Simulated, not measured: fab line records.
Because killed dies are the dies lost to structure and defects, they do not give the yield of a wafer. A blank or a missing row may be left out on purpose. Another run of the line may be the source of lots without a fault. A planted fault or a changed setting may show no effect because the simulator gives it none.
fab line records / flow nand-harc
record: lots: 7 wafers: 21 last-day: 24
route steps=1159 shown P_BONDPAD@378 A_START@389 A_ZERO_WELL@390
lots untouched by any fault: they come from a run of this same line in which no faults occurred
start-h: the number of hours between the record's first day and the start of the first shown wafer of the lot / wait-h: hours from the lot's prior step to this one / " same as the row above / L1.1+2: several wafers, shown together as one row / - value missing, or start not given / * or withheld: withheld / < > ~ a bound
route shown NAME@n: a module of which the file shows steps, and the number in the route of the first / usual: average and standard deviation across the fault-free wafers / same: alike in all rows / chamber/n: place in a boat / sites: each site's reading / _std_site: standard deviation of those values / _edge_site: outer sites' mean less inner sites' / radius-mm: for every site, how far away it sits from the centre of the wafer / mask NAME#n: copy n / behind: the most recent tool/chamber to have shaped the wafer / hold: reason for holding the lot/hours on hold/outcome of the hold / device: the n, p or np transistor that did not switch / end of line: the route-end tests of the same wafers / for a step that has no rows: nothing shown but its recipe / killed: dies that structure and defects cost at the first sort, which is not the same as the wafer's yield / map: shows each die of a wafer: x if killed, . if not, _ if none is there
set.NAME: the setting the step ran with; set.NAME@STEP: the setting that earlier step ran with / model.NAME: the simulator's own value behind a step, which no gauge read
lots seen at some steps along the route; tables by step, rows by wafer
services: when a tool's chamber went out of use (start-h, in hours from the record's first day, below 0 if earlier), for how many hours, and the reason
== steps ==
step: NHARC_P_BONDPAD_ECD_18
recipe: target-thk-a: 4000 bath-temp-c: 25 material: Cu
step: NHARC_P_BONDPAD_ANNEAL_28
recipe: temp-c: 225 time-s: 90
usual: wafer_temp_C_max: 226.1/0.6
lot.wafer=L481.2 tool=rtp-anneal-02 chamber=0 start-h=145.20 wait-h=0.4 wafer_temp_C_max=226.6
lot.wafer=L481.3 tool=rtp-anneal-02 chamber=0 start-h=145.20 wait-h=0.4 wafer_temp_C_max=226.7
lot.wafer=L481.4 tool=rtp-anneal-02 chamber=0 start-h=145.20 wait-h=0.4 wafer_temp_C_max=226.2
lot.wafer=L482.1 tool=rtp-anneal-02 chamber=0 start-h=155.37 wait-h=- wafer_temp_C_max=226.3
lot.wafer=L482.2 tool=rtp-anneal-02 chamber=0 start-h=155.37 wait-h=- wafer_temp_C_max=227.4
lot.wafer=L482.4 tool=rtp-anneal-02 chamber=0 start-h=155.37 wait-h=- wafer_temp_C_max=226.7
lot.wafer=L490.3 tool=rtp-anneal-01 chamber=0 start-h=189.03 wait-h=- wafer_temp_C_max=225.5
lot.wafer=L490.5 tool=rtp-anneal-01 chamber=0 start-h=189.03 wait-h=- wafer_temp_C_max=225.7
lot.wafer=L490.6 tool=rtp-anneal-01 chamber=0 start-h=189.03 wait-h=- wafer_temp_C_max=225.8
lot.wafer=L491.1 tool=rtp-anneal-01 chamber=0 start-h=196.00 wait-h=- wafer_temp_C_max=225.6
lot.wafer=L491.3 tool=rtp-anneal-01 chamber=0 start-h=196.00 wait-h=- wafer_temp_C_max=225.6
lot.wafer=L491.5 tool=rtp-anneal-01 chamber=0 start-h=196.00 wait-h=- wafer_temp_C_max=225.6
lot.wafer=L493.2 tool=rtp-anneal-02 chamber=0 start-h=211.55 wait-h=0.3 wafer_temp_C_max=226.7
lot.wafer=L493.3 tool=rtp-anneal-02 chamber=0 start-h=211.55 wait-h=0.3 wafer_temp_C_max=226.7
lot.wafer=L493.4 tool=rtp-anneal-02 chamber=0 start-h=211.55 wait-h=0.3 wafer_temp_C_max=227.1
lot.wafer=L501.1 tool=rtp-anneal-01 chamber=0 start-h=258.95 wait-h=0.3 wafer_temp_C_max=225.9
lot.wafer=L501.2 tool=rtp-anneal-01 chamber=0 start-h=258.95 wait-h=0.3 wafer_temp_C_max=225.8
lot.wafer=L501.5 tool=rtp-anneal-01 chamber=0 start-h=258.95 wait-h=0.3 wafer_temp_C_max=225.5
lot.wafer=L502.3 tool=rtp-anneal-01 chamber=0 start-h=260.35 wait-h=- wafer_temp_C_max=225.7
lot.wafer=L502.4 tool=rtp-anneal-01 chamber=0 start-h=260.35 wait-h=- wafer_temp_C_max=225.6
lot.wafer=L502.5 tool=rtp-anneal-01 chamber=0 start-h=260.35 wait-h=- wafer_temp_C_max=225.6
step: NHARC_P_BONDPAD_CMP_19
recipe: t-overpolish-s: 30 cu-recess-touch-s: 16 target-thk-nm: 160.81
usual: motor-current-A: 12.3/1.5 overpolish-run-s: 30.000/0.01 slurry-filter-dp-kPa: 13.51/0.14 slurry-flow-ml-min: 149.9/0.48
lot.wafer=L481.2 tool=cmp-03 chamber=2 start-h=145.50 wait-h=- motor-current-A=12.7 overpolish-run-s=30.019 slurry-filter-dp-kPa=13.34 slurry-flow-ml-min=149.6
lot.wafer=L481.4 tool=cmp-03 chamber=3 start-h=145.50 wait-h=- motor-current-A=9.2 overpolish-run-s=29.989 slurry-filter-dp-kPa=13.41 slurry-flow-ml-min=150.2
lot.wafer=L481.3 tool=cmp-03 chamber=0 start-h=145.50 wait-h=- motor-current-A=11.7 overpolish-run-s=30.013 slurry-filter-dp-kPa=13.44 slurry-flow-ml-min=149.6
lot.wafer=L482.2 tool=cmp-01 chamber=2 start-h=155.71 wait-h=- motor-current-A=12.3 overpolish-run-s=30.004 slurry-filter-dp-kPa=13.63 slurry-flow-ml-min=148.9
lot.wafer=L482.1 tool=cmp-01 chamber=3 start-h=155.71 wait-h=- motor-current-A=11.2 overpolish-run-s=29.997 slurry-filter-dp-kPa=13.42 slurry-flow-ml-min=149.4
lot.wafer=L482.4 tool=cmp-01 chamber=0 start-h=155.71 wait-h=- motor-current-A=13.8 overpolish-run-s=30.010 slurry-filter-dp-kPa=13.66 slurry-flow-ml-min=149.7
lot.wafer=L490.3 tool=cmp-03 chamber=0 start-h=189.32 wait-h=- motor-current-A=12.0 overpolish-run-s=29.987 slurry-filter-dp-kPa=13.56 slurry-flow-ml-min=150.0
lot.wafer=L490.5 tool=cmp-03 chamber=2 start-h=189.32 wait-h=- motor-current-A=13.6 overpolish-run-s=29.990 slurry-filter-dp-kPa=13.78 slurry-flow-ml-min=150.2
lot.wafer=L490.6 tool=cmp-03 chamber=3 start-h=189.32 wait-h=- motor-current-A=10.1 overpolish-run-s=30.000 slurry-filter-dp-kPa=13.54 slurry-flow-ml-min=150.4
lot.wafer=L491.1 tool=cmp-02 chamber=2 start-h=196.35 wait-h=- motor-current-A=11.1 overpolish-run-s=29.994 slurry-filter-dp-kPa=13.63 slurry-flow-ml-min=149.9
lot.wafer=L491.3 tool=cmp-02 chamber=1 start-h=196.35 wait-h=- motor-current-A=10.7 overpolish-run-s=30.007 slurry-filter-dp-kPa=13.37 slurry-flow-ml-min=150.0
lot.wafer=L491.5 tool=cmp-02 chamber=2 start-h=196.35 wait-h=- motor-current-A=11.1 overpolish-run-s=29.995 slurry-filter-dp-kPa=13.56 slurry-flow-ml-min=149.3
lot.wafer=L493.3 tool=cmp-03 chamber=2 start-h=211.89 wait-h=- motor-current-A=12.9 overpolish-run-s=29.999 slurry-filter-dp-kPa=13.49 slurry-flow-ml-min=150.0
lot.wafer=L493.2 tool=cmp-03 chamber=3 start-h=211.89 wait-h=- motor-current-A=10.1 overpolish-run-s=29.990 slurry-filter-dp-kPa=13.61 slurry-flow-ml-min=150.4
lot.wafer=L493.4 tool=cmp-03 chamber=0 start-h=211.89 wait-h=- motor-current-A=11.9 overpolish-run-s=29.991 slurry-filter-dp-kPa=13.26 slurry-flow-ml-min=150.0
lot.wafer=L501.2 tool=cmp-03 chamber=1 start-h=259.32 wait-h=- motor-current-A=14.5 overpolish-run-s=30.003 slurry-filter-dp-kPa=13.49 slurry-flow-ml-min=149.7
lot.wafer=L501.1 tool=cmp-03 chamber=2 start-h=259.32 wait-h=- motor-current-A=13.1 overpolish-run-s=30.004 slurry-filter-dp-kPa=13.86 slurry-flow-ml-min=149.3
lot.wafer=L501.5 tool=cmp-03 chamber=0 start-h=259.32 wait-h=- motor-current-A=12.6 overpolish-run-s=29.999 slurry-filter-dp-kPa=13.44 slurry-flow-ml-min=149.3
lot.wafer=L502.4 tool=cmp-01 chamber=2 start-h=260.64 wait-h=- motor-current-A=12.1 overpolish-run-s=29.988 slurry-filter-dp-kPa=13.54 slurry-flow-ml-min=150.1
lot.wafer=L502.3 tool=cmp-01 chamber=3 start-h=260.64 wait-h=- motor-current-A=11.8 overpolish-run-s=30.010 slurry-filter-dp-kPa=13.42 slurry-flow-ml-min=150.6
lot.wafer=L502.5 tool=cmp-01 chamber=1 start-h=260.64 wait-h=- motor-current-A=11.7 overpolish-run-s=29.995 slurry-filter-dp-kPa=13.45 slurry-flow-ml-min=149.7
step: NHARC_P_BONDPAD_THK_MEAS_20
recipe: thk-meas-gauge: xrf
usual: thk-nm: 160.7/1.3
lot.wafer=L481.2 tool=film-metro-01 chamber=- start-h=145.83 wait-h=- thk-nm=159.6
lot.wafer=L481.3 tool=film-metro-01 chamber=- start-h=145.83 wait-h=- thk-nm=160.6
lot.wafer=L481.4 tool=film-metro-01 chamber=- start-h=145.83 wait-h=- thk-nm=160.0
lot.wafer=L482.1 tool=film-metro-02 chamber=- start-h=156.04 wait-h=- thk-nm=162.2
lot.wafer=L482.2 tool=film-metro-02 chamber=- start-h=156.04 wait-h=- thk-nm=162.6
lot.wafer=L482.4 tool=film-metro-02 chamber=- start-h=156.04 wait-h=- thk-nm=160.0
lot.wafer=L490.3 tool=film-metro-01 chamber=- start-h=189.59 wait-h=- thk-nm=160.8
lot.wafer=L490.5 tool=film-metro-01 chamber=- start-h=189.59 wait-h=- thk-nm=160.4
lot.wafer=L490.6 tool=film-metro-01 chamber=- start-h=189.59 wait-h=- thk-nm=160.7
lot.wafer=L491.1 tool=film-metro-02 chamber=- start-h=196.67 wait-h=- thk-nm=161.0
lot.wafer=L491.3 tool=film-metro-02 chamber=- start-h=196.67 wait-h=- thk-nm=159.7
lot.wafer=L491.5 tool=film-metro-02 chamber=- start-h=196.67 wait-h=- thk-nm=159.6
lot.wafer=L493.2 tool=film-metro-02 chamber=- start-h=212.19 wait-h=- thk-nm=161.6
lot.wafer=L493.3 tool=film-metro-02 chamber=- start-h=212.19 wait-h=- thk-nm=160.9
lot.wafer=L493.4 tool=film-metro-02 chamber=- start-h=212.19 wait-h=- thk-nm=160.3
lot.wafer=L501.1 tool=film-metro-01 chamber=- start-h=259.61 wait-h=- thk-nm=159.9
lot.wafer=L501.2 tool=film-metro-01 chamber=- start-h=259.61 wait-h=- thk-nm=159.8
lot.wafer=L501.5 tool=film-metro-01 chamber=- start-h=259.61 wait-h=- thk-nm=161.5
lot.wafer=L502.3 tool=film-metro-02 chamber=- start-h=260.91 wait-h=- thk-nm=162.9
lot.wafer=L502.4 tool=film-metro-02 chamber=- start-h=260.91 wait-h=- thk-nm=159.4
lot.wafer=L502.5 tool=film-metro-02 chamber=- start-h=260.91 wait-h=- thk-nm=159.7
step: NHARC_P_BONDPAD_SRD_21
recipe: time-s: 30 temp-c: 23 dry-time-s: 20 spin-rpm: 1500
step: NHARC_P_BONDPAD_INSPECT_23
usual: raw-defect-count: 314/110
lot.wafer=L481.2 tool=defect-inspect-02 chamber=- start-h=146.06 wait-h=0.0 raw-defect-count=385
lot.wafer=L481.3 tool=defect-inspect-02 chamber=- start-h=146.06 wait-h=0.0 raw-defect-count=275
lot.wafer=L481.4 tool=defect-inspect-02 chamber=- start-h=146.06 wait-h=0.0 raw-defect-count=369
lot.wafer=L482.1 tool=defect-inspect-01 chamber=- start-h=156.26 wait-h=0.0 raw-defect-count=514
lot.wafer=L482.2 tool=defect-inspect-01 chamber=- start-h=156.26 wait-h=0.0 raw-defect-count=373
lot.wafer=L482.4 tool=defect-inspect-01 chamber=- start-h=156.26 wait-h=0.0 raw-defect-count=316
lot.wafer=L490.3 tool=defect-inspect-02 chamber=- start-h=189.79 wait-h=0.0 raw-defect-count=337
lot.wafer=L490.5 tool=defect-inspect-02 chamber=- start-h=189.79 wait-h=0.0 raw-defect-count=299
lot.wafer=L490.6 tool=defect-inspect-02 chamber=- start-h=189.79 wait-h=0.0 raw-defect-count=231
lot.wafer=L491.1 tool=defect-inspect-02 chamber=- start-h=196.90 wait-h=0.0 raw-defect-count=349
lot.wafer=L491.3 tool=defect-inspect-02 chamber=- start-h=196.90 wait-h=0.0 raw-defect-count=283
lot.wafer=L491.5 tool=defect-inspect-02 chamber=- start-h=196.90 wait-h=0.0 raw-defect-count=215
lot.wafer=L493.2 tool=defect-inspect-01 chamber=- start-h=212.39 wait-h=0.0 raw-defect-count=303
lot.wafer=L493.3 tool=defect-inspect-01 chamber=- start-h=212.39 wait-h=0.0 raw-defect-count=365
lot.wafer=L493.4 tool=defect-inspect-01 chamber=- start-h=212.39 wait-h=0.0 raw-defect-count=477
lot.wafer=L501.1 tool=defect-inspect-01 chamber=- start-h=259.82 wait-h=0.0 raw-defect-count=383
lot.wafer=L501.2 tool=defect-inspect-01 chamber=- start-h=259.82 wait-h=0.0 raw-defect-count=217
lot.wafer=L501.5 tool=defect-inspect-01 chamber=- start-h=259.82 wait-h=0.0 raw-defect-count=403
lot.wafer=L502.3 tool=defect-inspect-02 chamber=- start-h=261.13 wait-h=0.0 raw-defect-count=280
lot.wafer=L502.4 tool=defect-inspect-02 chamber=- start-h=261.13 wait-h=0.0 raw-defect-count=291
lot.wafer=L502.5 tool=defect-inspect-02 chamber=- start-h=261.13 wait-h=0.0 raw-defect-count=252
step: NHARC_P_BONDPAD_ACTIVATE_29
recipe: time-s: 60 n2-flow-sccm: 200 ar-flow-sccm: 0 bias-power-w: 0 chemistry: N2
usual: drypump-motor-current-A: 5.8/0.48 oes-product-au: 0.997/0.01 rf-vpp-V: 64.4/0.86 showerhead-plenum-p-Torr: 1.82/0.056
lot.wafer=L481.2 tool=rie-diel-08 chamber=0 start-h=146.13 wait-h=0.1 drypump-motor-current-A=6.1 oes-product-au=0.989 rf-hours-counter-h=1 rf-vpp-V=63.3 showerhead-plenum-p-Torr=1.77
lot.wafer=L481.3 tool=rie-diel-08 chamber=1 start-h=146.13 wait-h=0.1 drypump-motor-current-A=6.3 oes-product-au=1.001 rf-hours-counter-h=1 rf-vpp-V=65.7 showerhead-plenum-p-Torr=1.78
lot.wafer=L481.4 tool=rie-diel-08 chamber=2 start-h=146.13 wait-h=0.1 drypump-motor-current-A=5.0 oes-product-au=1.013 rf-hours-counter-h=1 rf-vpp-V=63.6 showerhead-plenum-p-Torr=1.85
lot.wafer=L482.1 tool=rie-diel-08 chamber=2 start-h=156.34 wait-h=0.1 drypump-motor-current-A=5.0 oes-product-au=1.024 rf-hours-counter-h=2 rf-vpp-V=64.9 showerhead-plenum-p-Torr=1.85
lot.wafer=L482.2 tool=rie-diel-08 chamber=3 start-h=156.34 wait-h=0.1 drypump-motor-current-A=5.8 oes-product-au=0.990 rf-hours-counter-h=2 rf-vpp-V=64.4 showerhead-plenum-p-Torr=1.87
lot.wafer=L482.4 tool=rie-diel-08 chamber=0 start-h=156.34 wait-h=0.1 drypump-motor-current-A=6.1 oes-product-au=0.996 rf-hours-counter-h=2 rf-vpp-V=64.5 showerhead-plenum-p-Torr=1.77
lot.wafer=L490.3 tool=rie-diel-10 chamber=3 start-h=189.87 wait-h=0.1 drypump-motor-current-A=5.9 oes-product-au=1.005 rf-hours-counter-h=2 rf-vpp-V=64.0 showerhead-plenum-p-Torr=1.64
lot.wafer=L490.6 tool=rie-diel-10 chamber=1 start-h=189.87 wait-h=0.1 drypump-motor-current-A=5.7 oes-product-au=0.996 rf-hours-counter-h=- rf-vpp-V=65.9 showerhead-plenum-p-Torr=1.92
lot.wafer=L490.5 tool=rie-diel-10 chamber=0 start-h=189.87 wait-h=0.1 drypump-motor-current-A=6.2 oes-product-au=1.002 rf-hours-counter-h=- rf-vpp-V=64.6 showerhead-plenum-p-Torr=1.87
lot.wafer=L491.3 tool=rie-diel-08 chamber=0 start-h=196.98 wait-h=0.1 drypump-motor-current-A=6.1 oes-product-au=0.992 rf-hours-counter-h=6 rf-vpp-V=64.1 showerhead-plenum-p-Torr=1.77
lot.wafer=L491.1 tool=rie-diel-08 chamber=1 start-h=196.98 wait-h=0.1 drypump-motor-current-A=6.2 oes-product-au=1.003 rf-hours-counter-h=5 rf-vpp-V=65.0 showerhead-plenum-p-Torr=1.78
lot.wafer=L491.5 tool=rie-diel-08 chamber=3 start-h=196.98 wait-h=0.1 drypump-motor-current-A=5.8 oes-product-au=0.988 rf-hours-counter-h=- rf-vpp-V=64.5 showerhead-plenum-p-Torr=1.87
lot.wafer=L493.2 tool=rie-diel-08 chamber=2 start-h=212.45 wait-h=0.1 drypump-motor-current-A=5.0 oes-product-au=1.012 rf-hours-counter-h=7 rf-vpp-V=64.2 showerhead-plenum-p-Torr=1.85
lot.wafer=L493.4 tool=rie-diel-08 chamber=0 start-h=212.45 wait-h=0.1 drypump-motor-current-A=6.1 oes-product-au=0.994 rf-hours-counter-h=7 rf-vpp-V=63.0 showerhead-plenum-p-Torr=1.77
lot.wafer=L493.3 tool=rie-diel-08 chamber=1 start-h=212.45 wait-h=0.1 drypump-motor-current-A=6.3 oes-product-au=1.006 rf-hours-counter-h=6 rf-vpp-V=65.2 showerhead-plenum-p-Torr=1.78
lot.wafer=L501.1 tool=rie-diel-08 chamber=1 start-h=259.88 wait-h=0.1 drypump-motor-current-A=6.2 oes-product-au=1.003 rf-hours-counter-h=11 rf-vpp-V=65.0 showerhead-plenum-p-Torr=1.77
lot.wafer=L501.2 tool=rie-diel-08 chamber=2 start-h=259.88 wait-h=0.1 drypump-motor-current-A=5.0 oes-product-au=1.015 rf-hours-counter-h=12 rf-vpp-V=66.1 showerhead-plenum-p-Torr=1.85
lot.wafer=L501.5 tool=rie-diel-08 chamber=2 start-h=259.88 wait-h=0.1 drypump-motor-current-A=5.0 oes-product-au=1.007 rf-hours-counter-h=- rf-vpp-V=65.4 showerhead-plenum-p-Torr=1.85
lot.wafer=L502.4 tool=rie-diel-08 chamber=2 start-h=261.19 wait-h=0.1 drypump-motor-current-A=5.0 oes-product-au=1.000 rf-hours-counter-h=12 rf-vpp-V=64.7 showerhead-plenum-p-Torr=1.85
lot.wafer=L502.3 tool=rie-diel-08 chamber=3 start-h=261.19 wait-h=0.1 drypump-motor-current-A=5.8 oes-product-au=0.995 rf-hours-counter-h=12 rf-vpp-V=64.5 showerhead-plenum-p-Torr=1.87
lot.wafer=L502.5 tool=rie-diel-08 chamber=3 start-h=261.19 wait-h=0.1 drypump-motor-current-A=5.8 oes-product-au=0.990 rf-hours-counter-h=- rf-vpp-V=65.1 showerhead-plenum-p-Torr=1.87
step: NHARC_P_BONDPAD_PRECLEAN_30
recipe: time-s: 300 temp-c: 23 chemistry: DIW
step: NHARC_P_BONDPAD_SRD_31
recipe: time-s: 30 temp-c: 23 dry-time-s: 20 spin-rpm: 1500
step: NHARC_A_START_INSPECT_01
usual: raw-defect-count: 4.0/2.1
lot.wafer=L481.2 tool=defect-inspect-01 chamber=- start-h=146.54 wait-h=- raw-defect-count=5
lot.wafer=L481.3 tool=defect-inspect-01 chamber=- start-h=146.54 wait-h=- raw-defect-count=6
lot.wafer=L481.4 tool=defect-inspect-01 chamber=- start-h=146.54 wait-h=- raw-defect-count=7
lot.wafer=L482.1 tool=defect-inspect-02 chamber=- start-h=156.74 wait-h=- raw-defect-count=1
lot.wafer=L482.2 tool=defect-inspect-02 chamber=- start-h=156.74 wait-h=- raw-defect-count=3
lot.wafer=L482.4 tool=defect-inspect-02 chamber=- start-h=156.74 wait-h=- raw-defect-count=2
lot.wafer=L490.3 tool=defect-inspect-02 chamber=- start-h=190.29 wait-h=- raw-defect-count=3
lot.wafer=L490.5 tool=defect-inspect-02 chamber=- start-h=190.29 wait-h=- raw-defect-count=1
lot.wafer=L490.6 tool=defect-inspect-02 chamber=- start-h=190.29 wait-h=- raw-defect-count=4
lot.wafer=L491.1 tool=defect-inspect-01 chamber=- start-h=197.36 wait-h=- raw-defect-count=4
lot.wafer=L491.3 tool=defect-inspect-01 chamber=- start-h=197.36 wait-h=- raw-defect-count=7
lot.wafer=L491.5 tool=defect-inspect-01 chamber=- start-h=197.36 wait-h=- raw-defect-count=5
lot.wafer=L493.2 tool=defect-inspect-02 chamber=- start-h=212.86 wait-h=- raw-defect-count=5
lot.wafer=L493.3 tool=defect-inspect-02 chamber=- start-h=212.86 wait-h=- raw-defect-count=2
lot.wafer=L493.4 tool=defect-inspect-02 chamber=- start-h=212.86 wait-h=- raw-defect-count=3
lot.wafer=L501.1 tool=defect-inspect-01 chamber=- start-h=260.28 wait-h=- raw-defect-count=5
lot.wafer=L501.2 tool=defect-inspect-01 chamber=- start-h=260.28 wait-h=- raw-defect-count=2
lot.wafer=L501.5 tool=defect-inspect-01 chamber=- start-h=260.28 wait-h=- raw-defect-count=7
lot.wafer=L502.3 tool=defect-inspect-01 chamber=- start-h=261.60 wait-h=- raw-defect-count=4
lot.wafer=L502.4 tool=defect-inspect-01 chamber=- start-h=261.60 wait-h=- raw-defect-count=3
lot.wafer=L502.5 tool=defect-inspect-01 chamber=- start-h=261.60 wait-h=- raw-defect-count=2
step: NHARC_A_ZERO_WELL_PRECLEAN_00
recipe: time-s: 600 temp-c: 120 chemistry: SPM
usual: bath-guard-temp-C: 120.0/0.61 bath-heat-duty-pct: 13.7/1.4
lot.wafer=L481.3 tool=wet-bench-01 chamber=3 start-h=146.62 wait-h=0.1 bath-guard-temp-C=118.0 bath-heat-duty-pct=11.0
lot.wafer=L481.2 tool=wet-bench-01 chamber=6 start-h=146.62 wait-h=0.1 bath-guard-temp-C=120.3 bath-heat-duty-pct=13.8
lot.wafer=L481.4 tool=wet-bench-01 chamber=7 start-h=146.62 wait-h=0.1 bath-guard-temp-C=120.1 bath-heat-duty-pct=14.3
lot.wafer=L482.4 tool=wet-bench-09 chamber=4 start-h=156.82 wait-h=0.1 bath-guard-temp-C=119.0 bath-heat-duty-pct=12.5
lot.wafer=L482.2 tool=wet-bench-09 chamber=7 start-h=156.82 wait-h=0.1 bath-guard-temp-C=119.4 bath-heat-duty-pct=14.4
lot.wafer=L482.1 tool=wet-bench-09 chamber=0 start-h=156.82 wait-h=0.1 bath-guard-temp-C=121.1 bath-heat-duty-pct=14.9
lot.wafer=L490.5 tool=wet-bench-06 chamber=1 start-h=190.37 wait-h=0.1 bath-guard-temp-C=- bath-heat-duty-pct=-
lot.wafer=L490.3 tool=wet-bench-06 chamber=3 start-h=190.37 wait-h=0.1 bath-guard-temp-C=- bath-heat-duty-pct=-
lot.wafer=L490.6 tool=wet-bench-06 chamber=4 start-h=190.37 wait-h=0.1 bath-guard-temp-C=- bath-heat-duty-pct=-
lot.wafer=L491.3 tool=wet-bench-06 chamber=4 start-h=197.46 wait-h=0.1 bath-guard-temp-C=- bath-heat-duty-pct=-
lot.wafer=L491.5 tool=wet-bench-06 chamber=5 start-h=197.46 wait-h=0.1 bath-guard-temp-C=- bath-heat-duty-pct=-
lot.wafer=L491.1 tool=wet-bench-06 chamber=0 start-h=197.46 wait-h=0.1 bath-guard-temp-C=- bath-heat-duty-pct=-
lot.wafer=L493.4 tool=wet-bench-01 chamber=6 start-h=212.95 wait-h=0.1 bath-guard-temp-C=- bath-heat-duty-pct=-
lot.wafer=L493.3 tool=wet-bench-01 chamber=7 start-h=212.95 wait-h=0.1 bath-guard-temp-C=- bath-heat-duty-pct=-
lot.wafer=L493.2 tool=wet-bench-01 chamber=1 start-h=212.95 wait-h=0.1 bath-guard-temp-C=- bath-heat-duty-pct=-
lot.wafer=L501.2 tool=wet-bench-01 chamber=0 start-h=260.37 wait-h=0.1 bath-guard-temp-C=120.3 bath-heat-duty-pct=11.0
lot.wafer=L501.5 tool=wet-bench-01 chamber=1 start-h=260.37 wait-h=0.1 bath-guard-temp-C=121.1 bath-heat-duty-pct=14.7
lot.wafer=L501.1 tool=wet-bench-01 chamber=3 start-h=260.37 wait-h=0.1 bath-guard-temp-C=118.6 bath-heat-duty-pct=13.1
lot.wafer=L502.5 tool=wet-bench-01 chamber=5 start-h=261.68 wait-h=0.1 bath-guard-temp-C=119.7 bath-heat-duty-pct=13.2
lot.wafer=L502.3 tool=wet-bench-01 chamber=6 start-h=261.68 wait-h=0.1 bath-guard-temp-C=120.4 bath-heat-duty-pct=13.4
lot.wafer=L502.4 tool=wet-bench-01 chamber=2 start-h=261.68 wait-h=0.1 bath-guard-temp-C=119.6 bath-heat-duty-pct=13.1
step: NHARC_A_ZERO_WELL_SRD_01
== services ==
tool=cmp-02 chamber=- start-h=124.01 hours=1.4 kind=repair
tool=rie-diel-08 chamber=- start-h=124.85 hours=9.0 kind=pm
tool=rie-diel-10 chamber=1 start-h=128.80 hours=7.5 kind=repair
tool=cmp-01 chamber=- start-h=129.60 hours=12.6 kind=repair
tool=wet-bench-06 chamber=- start-h=129.60 hours=8.0 kind=pm
tool=cmp-02 chamber=- start-h=134.73 hours=4.0 kind=pm
tool=cmp-03 chamber=- start-h=156.43 hours=4.0 kind=pm
tool=cmp-03 chamber=- start-h=162.41 hours=1.1 kind=repair
tool=rie-diel-08 chamber=2 start-h=164.44 hours=5.3 kind=repair
tool=rie-diel-10 chamber=- start-h=176.53 hours=9.0 kind=pm
tool=cmp-01 chamber=- start-h=183.30 hours=4.0 kind=pm
tool=wet-bench-09 chamber=- start-h=184.95 hours=8.0 kind=repair
tool=rie-diel-08 chamber=1 start-h=187.94 hours=7.2 kind=repair
tool=rie-diel-10 chamber=2 start-h=188.52 hours=8.1 kind=repair
tool=cmp-01 chamber=- start-h=199.74 hours=0.4 kind=repair
tool=cmp-03 chamber=- start-h=209.43 hours=0.3 kind=repair
tool=wet-bench-09 chamber=- start-h=210.20 hours=0.5 kind=repair
tool=wet-bench-01 chamber=- start-h=213.60 hours=8.0 kind=pm
tool=cmp-02 chamber=- start-h=227.41 hours=0.3 kind=repair
tool=rie-diel-10 chamber=0 start-h=232.39 hours=22.6 kind=repair
tool=cmp-02 chamber=- start-h=232.73 hours=4.0 kind=pm
tool=cmp-02 chamber=- start-h=241.12 hours=0.6 kind=repair
tool=rie-diel-08 chamber=- start-h=245.89 hours=0.8 kind=repair
tool=cmp-03 chamber=- start-h=254.43 hours=4.0 kind=pm
== key ==
first-sign: step: NHARC_A_ZERO_WELL_PRECLEAN_00 reading: tool-record direction: missing
effect none on later readings
met-at NHARC_A_ZERO_WELL_PRECLEAN_00
struck-wafers L490.3,L490.5,L490.6,L491.1,L491.3,L491.5,L493.2,L493.3,L493.4
tester-left-out L490,L491,L493
onset-between 146.62 190.37
fault: kind: skipped-step-whole tool: wet-bench-01,wet-bench-06 chamber: - onset-h: 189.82 steps: NHARC_A_ZERO_WELL_PRECLEAN_00 scope: struck-lots-only
tester-left-out: of these lots the tester's yield and bins aren't shown, on N5 and GAA mostly nor the transistor test; their killed dies are dies lost to structure and defects alone, not to doping, threshold or leakage, so they don't give the yield
